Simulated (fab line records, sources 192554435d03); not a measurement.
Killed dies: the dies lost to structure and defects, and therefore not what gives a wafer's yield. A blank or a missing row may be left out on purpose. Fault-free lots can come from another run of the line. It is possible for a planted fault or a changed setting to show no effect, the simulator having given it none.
Struck lot and sound lot, side by side    flow n5 finfet    35 steps out of a route of 1938
Sound: these wafers, L431.1, L431.2, L431.5. Struck: wafer L429.3 (left out: L429.2, a lot-mate that was not struck); the cause follows at the end.
Order at every step that has rows: each side's tool, ch and its chambers, its first start. Under that, the readings that differ: sound wafers    struck wafers    difference of the means    sigmas: that difference in standard deviations of wafers without a fault.
alike: words and numbers the same on both sides, and readings whose means are apart by under 2 such deviations; not compared: readings that were withheld, readings missing a value for some wafer, numbers with overlapping values and no deviation given by the record, and bounds like >300 which may hide the same value.
Wherever a step has rows on one side only, a row that says differs or no value, or a row with sigmas, the two part there. Non-overlapping numbers with no deviation appear without sigmas and do not part them. A reading missing from all wafers of one side parts the sides only when that side holds two or more wafers.

first, 8 steps without rows for these wafers: N5_BEOL_M9_SPUTTER_48 (material Cu, target thk 12 nm, time 2 s); N5_BEOL_M9_ECD_50 (material Cu, target thk 318 nm); N5_BEOL_M9_ANNEAL_51 (time 90 s); N5_BEOL_M9_CMP_52 (polishes, stops on SiCOH lowk, t overpolish 7 s, target thk 140 nm); N5_BEOL_M9_PRE_CLEAN_55 (time 15 s); N5_BEOL_M9_DEP_56 (deposits SiCN from 3MS/NH3, target thk 15 nm, time 26.5 s); N5_BEOL_M10_ILD_DEP_00 (deposits SiCOH lowk from DEMS/porogen, target thk 308.51 nm, time 58 s); N5_BEOL_M10_CURE_71 (cures SiCOH lowk, time 240 s).
N5_BEOL_M10_PECVD_70: deposits SiO2 from TEOS/O2, target thk 20 nm, time 22.7 s.
  sound on pecvd-04 ch 0,1,2, day 14 09:08; struck on pecvd-01 ch 0, day 13 17:49
reading                                      sound           struck  difference  sigmas
model.SiO2_of_BEOL_M10_PECVD_70.thk nm (nm)  19.6 19.6 19.6  13.8    -5.8        
  alike: heater power w, showerhead plenum p Torr, throttle valve pct
then, 24 steps without rows for these wafers: N5_BEOL_M10_HM_DEP_02 (deposits TiN, target thk 20 nm); N5_BEOL_M10_COAT_59 (time 60 s, resist thk 100 nm); N5_BEOL_M10_COAT_60 (time 60 s, resist thk 30 nm); N5_BEOL_M10_COAT_05 (resist thk 90 nm); N5_BEOL_M10_EBR_07; N5_BEOL_M10_SOFTBAKE_06 (time 60 s); N5_BEOL_M10_EXPOSE_08 (exposes mask M10); N5_BEOL_M10_PEB_09 (peb time 60 s); N5_BEOL_M10_DEVELOP_10 (develop time 30 s); N5_BEOL_M10_DESCUM_16 (chemistry O2, time 7.9 s); N5_BEOL_M10_ETCH_61 (etches SiARC in CF4, target depth 39 nm, time 65 s); N5_BEOL_M10_ETCH_62 (etches SOC in N2/H2, target depth 110 nm, overetch 22 nm, time 165 s); N5_BEOL_M10_STRIP_68 (strips in N2/H2); N5_BEOL_M10_STRIP_67 (strips in CF4); N5_BEOL_M10_HM_OPEN_17 (chemistry Cl2/BCl3, target TiN, target depth 20 nm, overetch 6 nm); N5_BEOL_M10_STRIP_19 (strips in O2); N5_BEOL_M10_COAT_63 (time 60 s, resist thk 100 nm); N5_BEOL_M10_COAT_64 (time 60 s, resist thk 30 nm); N5_BEOL_M10_COAT_22 (resist thk 90 nm); N5_BEOL_M10_EBR_24; N5_BEOL_M10_SOFTBAKE_23 (time 60 s); N5_BEOL_M10_EXPOSE_25 (exposes mask V9); N5_BEOL_M10_PEB_26 (peb time 60 s); N5_BEOL_M10_DEVELOP_27 (develop time 30 s).
N5_BEOL_M10_HM_STRIP_39: strips TiN in peroxide tin strip, target depth 25 nm, time 158 s.
  sound on wet bench-03 ch 2,4,6, day 14 19:04; struck on wet bench-04 ch 1, day 13 22:14
reading                                      sound           struck  difference  sigmas
model.SiO2_of_BEOL_M10_PECVD_70.thk nm (nm)  19.6 19.4 19.4  13.6    -5.9        
N5_BEOL_M10_CMP_52: polishes, stops on SiCOH lowk, t overpolish 7 s, target thk 140 nm.
  sound on cmp-02 ch 0,1,2, day 14 22:34; struck on cmp-04 ch 2, day 14 00:26
reading                       sound              struck  difference  sigmas
barrier field endpoint s (s)  27.8 28.3 28.5     21.2    -7.0        -10
retaining ring pressure frac  0.999 1.006 1.000  0.990   -0.012      -2
  alike: motor current A

WHERE THEY PART
Within this record, at N5_BEOL_M10_CMP_52 only.

WHY: what the simulator had put in
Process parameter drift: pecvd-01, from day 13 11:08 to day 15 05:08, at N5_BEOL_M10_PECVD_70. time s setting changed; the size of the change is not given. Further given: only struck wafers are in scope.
